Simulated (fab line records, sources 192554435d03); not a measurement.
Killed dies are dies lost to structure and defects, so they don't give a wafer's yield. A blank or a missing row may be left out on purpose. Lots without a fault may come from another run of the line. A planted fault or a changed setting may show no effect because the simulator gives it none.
fab line records | flow n5_finfet
record lots=7 wafers=21
route steps=1938 shown BEOL_M7@1293 BEOL_M8@1359 BEOL_M10@1473
start_h: hours from the record's first day to the start of the lot's first wafer shown | wait_h: hours since the lot's step before | " the same as in the row above | L1.1+2: a row that stands for several wafers | - no value, or no start given | * or withheld: withheld | < > ~ a bound
route shown NAME@n: a module of which the file shows steps, and the number in the route of the first | usual: mean/standard deviation of fault-free wafers | same: alike in all rows | chamber/n: place in a boat | sites: the reading at each site | _std_site: their standard deviation | _edge_site: outer sites' mean less inner sites' | radius_mm: how far each site lies from the wafer's centre | mask NAME#n: copy n | behind: the tool/chamber that last shaped the wafer | hold: why the lot was held/for how many hours/how that ended | device: the transistor (n, p or np) that didn't switch | end of line: the same wafers' tests at the end of the route | a step without rows: its recipe alone | killed: dies lost to structure and defects at the first sort, not the wafer's yield | map: a wafer's dies, x killed, . not, _ none there
set.NAME: the setting as run; set.NAME@STEP: as run at that earlier step | model.NAME: the simulator's own value behind a step, which no gauge read
lots whose settings were changed on purpose; a table a step, a row a wafer
## steps
# step N5_BEOL_M7_EXPOSE_25
# recipe mask_id=V6 na=0.33 source_shape=annular sigma_inner=0.4 sigma_outer=0.8 polarization=unpolarized target_cd_nm=40 dose_mj=42.5
# columns lot.wafer tool chamber start_h wait_h mask set.dose_mj
L077.2+4+6 euv_scanner-01 0 214.61 - V6#0 42.5
L078.3+6 euv_scanner-02 0 223.16 - V6#0 42.5
L078.5 " 0 " " V6#0 41.59
L083.3 euv_scanner-02 0 267.13 - V6#0 44.36
L083.4+5 " 0 " " V6#0 42.5
L085.2 euv_scanner-01 0 281.41 - V6#0 42.5
L085.3+5 " 0 " " V6#0 40.98
L086.3+4 euv_scanner-02 0 290.09 - V6#0 42.5
L086.6 " 0 " " V6#0 45.18
L089.3+5+6 euv_scanner-01 0 312.21 - V6#0 42.5
L097.1+4+5 euv_scanner-02 0 352.86 - V6#0 42.5
# step N5_BEOL_M7_PEB_26
# recipe peb_temp_c=100 peb_time_s=60 resist=CAR-EUV
# step N5_BEOL_M7_DEVELOP_27
# recipe develop_time_s=30 developer=TMAH resist=CAR-EUV rinse_liquid=surfactant_rinse dry=air_spin dev_temp_c=23
# step N5_BEOL_M7_CD_MEAS_28
# recipe target_cd_nm=40 landing_energy_ev=500 detector=se_inlens
# usual cd_nm=40.09/0.21
# columns lot.wafer tool chamber start_h wait_h set.dose_mj@BEOL_M7_EXPOSE_25 cd_nm
L077.2 cd_sem-03 0 214.74 - 42.5 40.22
L077.4 " 0 " " 42.5 39.86
L077.6 " 0 " " 42.5 40.04
L078.3 cd_sem-03 0 223.28 - 42.5 39.81
L078.5 " 0 " " 41.59 39.51
L078.6 " 0 " " 42.5 40.21
L083.3 cd_sem-03 0 267.25 - 44.36 40.92
L083.4 " 0 " " 42.5 39.91
L083.5 " 0 " " 42.5 40.12
L085.2 cd_sem-02 0 281.54 - 42.5 39.85
L085.3 " 0 " " 40.98 39.13
L085.5 " 0 " " 40.98 39.32
L086.3 cd_sem-01 0 290.21 - 42.5 39.67
L086.4 " 0 " " 42.5 40.29
L086.6 " 0 " " 45.18 41.34
L089.3 cd_sem-03 0 312.33 - 42.5 39.89
L089.5 " 0 " " 42.5 40.34
L089.6 " 0 " " 42.5 39.98
L097.1 cd_sem-01 0 352.99 - 42.5 40.42
L097.4 " 0 " " 42.5 39.72
L097.5 " 0 " " 42.5 40.04
# step N5_BEOL_M7_DESCUM_33
# recipe chemistry=O2 time_s=7 source_power_w=50 bias_power_w=20 pressure_mtorr=20 rf_frequency_hz=2.712e+07 temp_c=40 resist=CAR-EUV o2_flow_sccm=225
# columns lot.wafer tool chamber start_h wait_h set.time_s model.CAR-EUV_of_BEOL_M7_COAT_22.thk_nm
L077.2+4+6 rie_diel-04 1,2,1 215.24 0.4 7 26
L078.3+5 rie_diel-03 2,1 223.65 0.3 7.944 25.6
L078.6 " 2 " " 7 26
L083.3+4 rie_diel-03 1,0 267.37 0.0 7 26.2
L083.5 " 2 " " 8.236 25.6
L085.2 rie_diel-03 0 281.98 0.4 6.361 26.4
L085.3+5 " 3 " " 7 26
L086.3 rie_diel-03 1 290.47 0.2 7 26
L086.4 " 0 " " 7 26.2
L086.6 " 3 " " 6.418 26.4
L089.3 rie_diel-03 1 312.60 0.2 7 25.8
L089.5 " 2 " " 6.027 26.6
L089.6 " 3 " " 6.027 26.4
L097.1 rie_diel-04 1 353.21 0.1 7 26
L097.4 " 0 " " 7.728 25.8
L097.5 " 2 " " 7 26.2
# step N5_BEOL_M7_ETCH_72
# recipe chemistry=N2/H2 target=underlayer target_depth_a=65 mask_material=CAR-EUV time_s=5.2 ion_energy_ev=200 pressure_mtorr=30 source_w=840 bias_w=150 n2_flow_sccm=200 h2_flow_sccm=200 ends=cleared
# columns lot.wafer tool chamber start_h wait_h set.dose_mj@BEOL_M7_EXPOSE_25 set.time_s@BEOL_M7_DESCUM_33 model.CAR-EUV_of_BEOL_M7_COAT_22.thk_nm model.BEOL_M7.cd_nm
L077.2 rie_diel-04 1 215.28 0.0 42.5 7 20.4 40.4
L077.4 " 2 " " 42.5 7 20.4 40
L077.6 " 1 " " 42.5 7 20.4 40.2
L078.3 rie_diel-03 2 223.68 0.0 42.5 7.944 19.8 40
L078.5 " 1 " " 41.59 7.944 19.8 39.8
L078.6 " 2 " " 42.5 7 20.2 40.2
L083.3 rie_diel-03 1 267.41 0.0 44.36 7 20.4 41
L083.4 " 0 " " 42.5 7 20.6 40
L083.5 " 2 " " 42.5 8.236 19.8 40.4
L085.2 rie_diel-03 0 282.02 0.0 42.5 6.361 20.8 40.2
L085.3+5 " 3 " " 40.98 7 20.2 39.2
L086.3 rie_diel-03 1 290.50 0.0 42.5 7 20.4 40
L086.4 " 0 " " 42.5 7 20.4 40.4
L086.6 " 3 " " 45.18 6.418 20.6 41.2
L089.3 rie_diel-03 1 312.64 0.0 42.5 7 20.2 40
L089.5 " 2 " " 42.5 6.027 20.8 40
L089.6 " 3 " " 42.5 6.027 20.6 39.6
L097.1 rie_diel-04 1 353.24 0.0 42.5 7 20.4 40.2
L097.4 " 0 " " 42.5 7.728 20 40.2
L097.5 " 2 " " 42.5 7 20.4 40
# step N5_BEOL_M7_ETCH_65
# recipe chemistry=CF4 target=SiARC target_depth_a=156 mask_material=CAR-EUV time_s=26 ion_energy_ev=80 pressure_mtorr=40 source_w=545 bias_w=36 Ar_flow_sccm=100 cf4_flow_sccm=100 ends=cleared
# columns lot.wafer tool chamber start_h wait_h set.dose_mj@BEOL_M7_EXPOSE_25 set.time_s@BEOL_M7_DESCUM_33 model.CAR-EUV_of_BEOL_M7_COAT_22.thk_nm model.BEOL_M7.cd_nm
L077.2 rie_diel-04 1 215.29 0.0 42.5 7 11.2 40.4
L077.4 " 2 " " 42.5 7 11.2 40
L077.6 " 1 " " 42.5 7 11.2 40.2
L078.3 rie_diel-03 2 223.70 0.0 42.5 7.944 10.6 40.2
L078.5 " 1 " " 41.59 7.944 10.6 39.8
L078.6 " 2 " " 42.5 7 11 40.2
L083.3 rie_diel-03 1 267.43 0.0 44.36 7 11.2 41
L083.4 " 0 " " 42.5 7 11.4 40
L083.5 " 2 " " 42.5 8.236 10.6 40.2
L085.2 rie_diel-03 0 282.03 0.0 42.5 6.361 11.4 40.2
L085.3+5 " 3 " " 40.98 7 11 39.2
L086.3 rie_diel-03 1 290.52 0.0 42.5 7 11.2 40
L086.4 " 0 " " 42.5 7 11.2 40.4
L086.6 " 3 " " 45.18 6.418 11.4 41.4
L089.3 rie_diel-03 1 312.66 0.0 42.5 7 11 40.2
L089.5 " 2 " " 42.5 6.027 11.6 40
L089.6 " 3 " " 42.5 6.027 11.4 39.6
L097.1 rie_diel-04 1 353.26 0.0 42.5 7 11.2 40.2
L097.4 " 0 " " 42.5 7.728 10.8 40
L097.5 " 2 " " 42.5 7 11.2 40
# step N5_BEOL_M8_COAT_22
# recipe resist=CAR-EUV spin_rpm=1500 resist_thk_nm=30
# columns lot.wafer tool chamber start_h wait_h set.spin_rpm model.CAR-EUV_of_BEOL_M8_COAT_22.thk_nm
L077.2+4+6 litho_track-05 0 - - 1500 30
L078.3 litho_track-03 0 - - 1603 29.2
L078.5 " 0 " " 1500 30
L078.6 " 0 " " 1500 30.2
L083.3 litho_track-05 0 - - 1335 31.8
L083.4+5 " 0 " " 1500 30
L085.2+3 litho_track-02 0 - - 1375 31.2
L085.5 " 0 " " 1500 30
L086.3+4+6 litho_track-03 0 - - 1500 30
L089.3+5+6 litho_track-05 0 - - 1500 30
L097.1+5 litho_track-03 0 - - 1500 30
L097.4 " 0 " " 1629 28.8
# step N5_BEOL_M8_EXPOSE_25
# recipe mask_id=V7 na=0.33 source_shape=annular sigma_inner=0.4 sigma_outer=0.8 polarization=unpolarized target_cd_nm=40 dose_mj=42.5
# columns lot.wafer tool chamber start_h wait_h mask set.dose_mj
L077.2+4+6 euv_scanner-01 0 222.47 - V7#0 42.5
L078.3+5+6 euv_scanner-02 0 232.00 - V7#0 42.5
L083.3 euv_scanner-01 0 275.08 - V7#0 42.5
L083.4+5 " 0 " " V7#0 40.46
L085.2+3 euv_scanner-01 0 289.98 - V7#0 42.5
L085.5 " 0 " " V7#0 40.21
L086.3+6 euv_scanner-01 0 297.61 - V7#0 42.5
L086.4 " 0 " " V7#0 40.18
L089.3+6 euv_scanner-01 0 318.54 - V7#0 42.5
L089.5 " 0 " " V7#0 45.58
L097.1+5 euv_scanner-02 0 364.65 - V7#0 42.5
L097.4 " 0 " " V7#0 41.32
# step N5_BEOL_M8_PEB_26
# recipe peb_temp_c=100 peb_time_s=60 resist=CAR-EUV
# step N5_BEOL_M8_DEVELOP_27
# recipe develop_time_s=30 developer=TMAH resist=CAR-EUV rinse_liquid=surfactant_rinse dry=air_spin dev_temp_c=23
# step N5_BEOL_M8_CD_MEAS_28
# recipe target_cd_nm=40 landing_energy_ev=500 detector=se_inlens
# usual cd_nm=40.01/0.26
# columns lot.wafer tool chamber start_h wait_h set.dose_mj@BEOL_M8_EXPOSE_25 cd_nm
L077.2 cd_sem-01 0 222.60 - 42.5 39.79
L077.4 " 0 " " 42.5 39.76
L077.6 " 0 " " 42.5 40.09
L078.3 cd_sem-01 0 232.12 - 42.5 40.12
L078.5 " 0 " " 42.5 39.86
L078.6 " 0 " " 42.5 40.27
L083.3 cd_sem-01 0 275.20 - 42.5 39.95
L083.4 " 0 " " 40.46 39.07
L083.5 " 0 " " 40.46 38.73
L085.2 cd_sem-02 0 290.11 - 42.5 39.88
L085.3 " 0 " " 42.5 40.02
L085.5 " 0 " " 40.21 38.53
L086.3 cd_sem-01 0 297.73 - 42.5 40.32
L086.4 " 0 " " 40.18 39.10
L086.6 " 0 " " 42.5 40.12
L089.3 cd_sem-01 0 318.66 - 42.5 39.69
L089.5 " 0 " " 45.58 41.55
L089.6 " 0 " " 42.5 39.81
L097.1 cd_sem-02 0 364.78 - 42.5 40.41
L097.4 " 0 " " 41.32 39.41
L097.5 " 0 " " 42.5 40.23
# step N5_BEOL_M8_DESCUM_33
# recipe chemistry=O2 time_s=7 source_power_w=50 bias_power_w=20 pressure_mtorr=20 rf_frequency_hz=2.712e+07 temp_c=40 resist=CAR-EUV o2_flow_sccm=225
# columns lot.wafer tool chamber start_h wait_h set.dose_mj@BEOL_M8_EXPOSE_25 model.BEOL_M8.cd_nm
L077.2 rie_diel-02 2 222.73 0.0 42.5 39.8
L077.4+6 " 1,3 " " 42.5 40
L078.3 rie_diel-06 0 232.24 0.0 42.5 40
L078.5 " 2 " " 42.5 40.2
L078.6 " 1 " " 42.5 40.4
L083.3 rie_diel-05 0 275.39 0.1 42.5 39.6
L083.4 " 3 " " 40.46 39
L083.5 " 0 " " 40.46 38.6
L085.2 rie_diel-05 1 290.23 0.0 42.5 40.2
L085.3 " 0 " " 42.5 40
L085.5 " 1 " " 40.21 38.8
L086.3 rie_diel-06 3 298.35 0.5 42.5 40.4
L086.4 " 2 " " 40.18 39
L086.6 " 3 " " 42.5 40.2
L089.3 rie_diel-05 2 318.78 0.0 42.5 39.6
L089.5 " 0 " " 45.58 41.2
L089.6 " 1 " " 42.5 39.8
L097.1 rie_diel-05 3 364.90 0.0 42.5 40.4
L097.4 " 0 " " 41.32 39.2
L097.5 " 1 " " 42.5 40.2
# step N5_BEOL_M8_ETCH_72
# recipe chemistry=N2/H2 target=underlayer target_depth_a=65 mask_material=CAR-EUV time_s=5.2 ion_energy_ev=200 pressure_mtorr=30 source_w=840 bias_w=150 n2_flow_sccm=200 h2_flow_sccm=200 ends=cleared
# columns lot.wafer tool chamber start_h wait_h set.spin_rpm@BEOL_M8_COAT_22 model.CAR-EUV_of_BEOL_M8_COAT_22.thk_nm
L077.2+6 rie_diel-02 2,3 222.76 0.0 1500 20.4
L077.4 " 1 " " 1500 20.2
L078.3 rie_diel-06 0 232.27 0.0 1603 19.6
L078.5 " 2 " " 1500 20.4
L078.6 " 1 " " 1500 20.6
L083.3 rie_diel-05 0 275.42 0.0 1335 22
L083.4+5 " 3,0 " " 1500 20.4
L085.2+3 rie_diel-05 1,0 290.27 0.0 1375 21.6
L085.5 " 1 " " 1500 20.4
L086.3+4+6 rie_diel-06 3,2,3 298.38 0.0 1500 20.4
L089.3+5+6 rie_diel-05 2,0,1 318.82 0.0 1500 20.4
L097.1+5 rie_diel-05 3,1 364.94 0.0 1500 20.4
L097.4 " 0 " " 1629 19.2
# step N5_BEOL_M8_ETCH_65
# recipe chemistry=CF4 target=SiARC target_depth_a=156 mask_material=CAR-EUV time_s=26 ion_energy_ev=80 pressure_mtorr=40 source_w=545 bias_w=36 Ar_flow_sccm=100 cf4_flow_sccm=100 ends=cleared
# columns lot.wafer tool chamber start_h wait_h set.dose_mj@BEOL_M8_EXPOSE_25 model.BEOL_M8.cd_nm
L077.2 rie_diel-02 2 222.78 0.0 42.5 39.8
L077.4+6 " 1,3 " " 42.5 40
L078.3 rie_diel-06 0 232.29 0.0 42.5 39.8
L078.5 " 2 " " 42.5 40.2
L078.6 " 1 " " 42.5 40.4
L083.3 rie_diel-05 0 275.44 0.0 42.5 39.6
L083.4 " 3 " " 40.46 38.8
L083.5 " 0 " " 40.46 38.6
L085.2 rie_diel-05 1 290.28 0.0 42.5 40.2
L085.3 " 0 " " 42.5 40
L085.5 " 1 " " 40.21 39
L086.3+6 rie_diel-06 3 298.40 0.0 42.5 40.2
L086.4 " 2 " " 40.18 39
L089.3 rie_diel-05 2 318.83 0.0 42.5 39.4
L089.5 " 0 " " 45.58 41
L089.6 " 1 " " 42.5 39.8
L097.1 rie_diel-05 3 364.95 0.0 42.5 40.2
L097.4 " 0 " " 41.32 39.4
L097.5 " 1 " " 42.5 40.4
# step N5_BEOL_M8_VIA_ETCH_34
# recipe chemistry=C4F6/O2 target=SiCOH_lowk target_depth_a=1255 mask_material=SOC taper_deg=4 time_s=50.5 ion_energy_ev=250 pressure_mtorr=30 source_w=345 bias_w=185 Ar_flow_sccm=300 C4F6_flow_sccm=10 O2_flow_sccm=10
# usual rf_vpp_V=672/11
# columns lot.wafer tool chamber start_h wait_h set.source_w rf_vpp_V
L077.2 rie_diel-02 2 222.91 0.0 345 675
L077.4 " 1 " " 345 653
L077.6 " 3 " " 345 661
L078.3 rie_diel-06 0 232.42 0.0 312.4 678
L078.5 " 2 " " 312.4 712
L078.6 " 1 " " 345 687
L083.3 rie_diel-05 0 275.57 0.0 345 680
L083.4 " 3 " " 345 676
L083.5 " 0 " " 345 680
L085.2 rie_diel-05 1 290.41 0.0 371.9 652
L085.3 " 0 " " 371.9 655
L085.5 " 1 " " 345 679
L086.3 rie_diel-06 3 298.53 0.0 283.4 739
L086.4 " 2 " " 345 677
L086.6 " 3 " " 345 669
L089.3 rie_diel-05 2 318.96 0.0 345 662
L089.5 " 0 " " 345 681
L089.6 " 1 " " 345 678
L097.1 rie_diel-05 3 365.08 0.0 292.5 734
L097.4 " 0 " " 292.5 740
L097.5 " 1 " " 345 678
# step N5_BEOL_M8_TRENCH_ETCH_37
# recipe chemistry=C4F6/O2 target_depth_a=934.78 target=SiCOH_lowk time_s=31.2 ion_energy_ev=250 pressure_mtorr=30 source_w=345 bias_w=185 Ar_flow_sccm=300 C4F6_flow_sccm=10 O2_flow_sccm=10
# columns lot.wafer tool chamber start_h wait_h set.time_s model.etch.depth_nm model.BEOL_M8.feature_depth_nm
L077.2 rie_diel-02 2 - - 31.2 92.67 92.6
L077.4 " 1 " " 31.2 94.56 94.6
L077.6 " 3 " " 31.2 93.75 93.8
L078.3 rie_diel-06 0 - - 31.2 91.06 91
L078.5 " 2 " " 33.67 96.62 96.6
L078.6 " 1 " " 31.2 93.58 93.6
L083.3 rie_diel-05 0 - - 31.2 97.12 97.2
L083.4 " 3 " " 28.37 86.05 86
L083.5 " 0 " " 31.2 96.1 96.2
L085.2 rie_diel-05 1 - - 35.42 102.5 102.4
L085.3 " 0 " " 31.2 95.49 95.4
L085.5 " 1 " " 35.42 102.9 102.8
L086.3 rie_diel-06 3 - - 34.81 102.1 102.2
L086.4 " 2 " " 31.2 89.83 89.8
L086.6 " 3 " " 34.81 102.2 102.2
L089.3 rie_diel-05 2 - - 31.2 91.6 91.6
L089.5 " 0 " " 31.2 94.77 94.8
L089.6 " 1 " " 31.2 90.79 90.8
L097.1 rie_diel-05 3 - - 31.2 92.46 92.4
L097.4 " 0 " " 31.2 95.88 95.8
L097.5 " 1 " " 31.2 91.77 91.8
# step N5_BEOL_M8_ETCH_41
# recipe chemistry=CH3F/O2 target=SiCN target_depth_a=319 taper_deg=2 time_s=57.8 ion_energy_ev=120 mask_material=TiN pressure_mtorr=30 source_w=395 bias_w=75 Ar_flow_sccm=150 CH3F_flow_sccm=30 O2_flow_sccm=20
# step N5_BEOL_M8_STRIP_80
# recipe chemistry=N2/H2 time_s=10 power_w=450 temp_c=40 pressure_mtorr=20 rf_frequency_hz=6e+07 bias_power_w=7 n2_flow_sccm=200 h2_flow_sccm=200
# step N5_BEOL_M8_OCD_MEAS_38
# usual trench_depth_nm=92.5/2
# columns lot.wafer tool chamber start_h wait_h set.time_s@BEOL_M8_TRENCH_ETCH_37 trench_depth_nm
L077.2 ocd-02 - 223.16 - 31.2 92.0
L077.4 " - " " 31.2 94.3
L077.6 " - " " 31.2 93.4
L078.3 ocd-02 - 232.67 - 31.2 90.8
L078.5 " - " " 33.67 97.0
L078.6 " - " " 31.2 93.2
L083.3 ocd-02 - 275.82 - 31.2 97.1
L083.4 " - " " 28.37 86.4
L083.5 " - " " 31.2 96.0
L085.2 ocd-02 - 290.66 - 35.42 102.5
L085.3 " - " " 31.2 95.3
L085.5 " - " " 35.42 103.2
L086.3 ocd-02 - 298.78 - 34.81 101.9
L086.4 " - " " 31.2 89.9
L086.6 " - " " 34.81 101.6
L089.3 ocd-02 - 319.21 - 31.2 92.1
L089.5 " - " " 31.2 94.8
L089.6 " - " " 31.2 90.5
L097.1 ocd-01 - 365.33 - 31.2 92.3
L097.4 " - " " 31.2 96.0
L097.5 " - " " 31.2 91.6
# step N5_BEOL_M10_PECVD_70
# recipe material=SiO2 target_thk_a=200 temp_c=400 precursor=TEOS/O2 pressure_torr=5.5 rf_w=450 teos_flow_sccm=53.8 gas=O2 flow_sccm=3000 time_s=22.7
# columns lot.wafer tool chamber start_h wait_h set.temp_c model.SiO2_of_BEOL_M10_PECVD_70.thk_nm
L077.2+4 pecvd-01 1 235.21 0.0 400 20.2
L077.6 " 2 " " 400 20
L078.3 pecvd-01 1 245.41 0.0 400 19.8
L078.5 " 0 " " 412.3 18.6
L078.6 " 2 " " 400 19.6
L083.3 pecvd-01 2 289.30 0.0 406.4 18.6
L083.4 " 2 " " 400 19.6
L083.5 " 0 " " 406.4 19
L085.2 pecvd-02 2 301.27 0.0 383.6 22
L085.3 " 1 " " 383.6 21.8
L085.5 " 1 " " 400 20
L086.3 pecvd-02 0 310.32 0.0 400 19.6
L086.4 " 2 " " 400 19.8
L086.6 " 0 " " 400 20
L089.3 pecvd-01 2 334.01 0.0 385.8 21.6
L089.5 " 2 " " 385.8 21.8
L089.6 " 1 " " 400 20.6
L097.1 pecvd-02 0 376.02 0.0 400 20
L097.4 " 0 " " 400 20.2
L097.5 " 2 " " 400 20.4
# step N5_BEOL_M10_VIA_ETCH_34
# recipe chemistry=C4F6/O2 target=SiCOH_lowk target_depth_a=1845 mask_material=SOC taper_deg=4 time_s=69.2 ion_energy_ev=250 pressure_mtorr=30 source_w=345 bias_w=185 Ar_flow_sccm=300 C4F6_flow_sccm=10 O2_flow_sccm=10
# columns lot.wafer tool chamber start_h wait_h set.time_s model.etch.depth_nm model.SOC_of_BEOL_M10_COAT_63.thk_nm
L077.2 rie_diel-05 0 238.89 0.0 69.2 187.5 91.6
L077.4 " 1 " " 69.2 175.5 91.8
L077.6 " 0 " " 69.2 186.8 91.6
L078.3 rie_diel-05 3 248.97 0.0 69.2 181.3 92
L078.5 " 1 " " 84.4 216.6 90.4
L078.6 " 0 " " 84.4 228.4 89.8
L083.3 rie_diel-05 2 292.48 0.0 69.2 180.6 92.2
L083.4 " 1 " " 69.2 181.2 92
L083.5 " 3 " " 69.2 182.7 92
L085.2 rie_diel-02 1 304.09 0.0 69.2 182.2 92.4
L085.3 " 3 " " 69.2 182.5 92.2
L085.5 " 3 " " 69.2 181.8 92.2
L086.3 rie_diel-02 1 316.04 0.0 69.2 183.7 91.6
L086.4 " 0 " " 78.59 209.7 90
L086.6 " 2 " " 78.59 204.8 90.8
L089.3 rie_diel-05 2 336.65 0.0 69.2 178.3 92.6
L089.5 " 3 " " 69.2 182.5 92
L089.6 " 2 " " 69.2 177.6 92.2
L097.1 rie_diel-05 3 378.72 0.0 57.91 151.8 93.6
L097.4 " 1 " " 57.91 150.1 93.8
L097.5 " 1 " " 69.2 177.5 92.6
## key
split step=N5_BEOL_M7_EXPOSE_25 setting=dose_mj stated=42.5 by=wafer
response step=N5_BEOL_M7_CD_MEAS_28 reading=cd_nm change=+0.208 per=1% r=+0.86
response step=N5_BEOL_M7_ETCH_72 reading=model.BEOL_M7.cd_nm change=+0.184 per=1% r=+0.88
response step=N5_BEOL_M7_ETCH_65 reading=model.BEOL_M7.cd_nm change=+0.209 per=1% r=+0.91
split step=N5_BEOL_M7_DESCUM_33 setting=time_s stated=7 by=wafer
response step=N5_BEOL_M7_DESCUM_33 reading=model.CAR-EUV_of_BEOL_M7_COAT_22.thk_nm change=-0.0369 per=1% r=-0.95
response step=N5_BEOL_M7_ETCH_72 reading=model.CAR-EUV_of_BEOL_M7_COAT_22.thk_nm change=-0.038 per=1% r=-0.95
response step=N5_BEOL_M7_ETCH_65 reading=model.CAR-EUV_of_BEOL_M7_COAT_22.thk_nm change=-0.0361 per=1% r=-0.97
split step=N5_BEOL_M8_COAT_22 setting=spin_rpm stated=1500 by=wafer
response step=N5_BEOL_M8_COAT_22 reading=model.CAR-EUV_of_BEOL_M8_COAT_22.thk_nm change=-0.149 per=1% r=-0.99
response step=N5_BEOL_M8_ETCH_72 reading=model.CAR-EUV_of_BEOL_M8_COAT_22.thk_nm change=-0.142 per=1% r=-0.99
split step=N5_BEOL_M8_EXPOSE_25 setting=dose_mj stated=42.5 by=wafer
response step=N5_BEOL_M8_CD_MEAS_28 reading=cd_nm change=+0.242 per=1% r=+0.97
response step=N5_BEOL_M8_DESCUM_33 reading=model.BEOL_M8.cd_nm change=+0.224 per=1% r=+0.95
response step=N5_BEOL_M8_ETCH_65 reading=model.BEOL_M8.cd_nm change=+0.207 per=1% r=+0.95
split step=N5_BEOL_M8_VIA_ETCH_34 setting=source_w stated=345 by=wafer
response step=N5_BEOL_M8_VIA_ETCH_34 reading=rf_vpp_V change=-3.36 per=1% r=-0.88
split step=N5_BEOL_M8_TRENCH_ETCH_37 setting=time_s stated=31.2 by=wafer
response step=N5_BEOL_M8_TRENCH_ETCH_37 reading=model.etch.depth_nm change=+0.8 per=1% r=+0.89
response step=N5_BEOL_M8_TRENCH_ETCH_37 reading=model.BEOL_M8.feature_depth_nm change=+0.806 per=1% r=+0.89
response step=N5_BEOL_M8_OCD_MEAS_38 reading=trench_depth_nm change=+0.802 per=1% r=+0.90
split step=N5_BEOL_M10_PECVD_70 setting=temp_c stated=400 by=wafer
response step=N5_BEOL_M10_PECVD_70 reading=model.SiO2_of_BEOL_M10_PECVD_70.thk_nm change=-0.395 per=1% r=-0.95
split step=N5_BEOL_M10_VIA_ETCH_34 setting=time_s stated=69.2 by=wafer
response step=N5_BEOL_M10_VIA_ETCH_34 reading=model.etch.depth_nm change=+1.78 per=1% r=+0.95
response step=N5_BEOL_M10_VIA_ETCH_34 reading=model.SOC_of_BEOL_M10_COAT_63.thk_nm change=-0.0814 per=1% r=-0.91
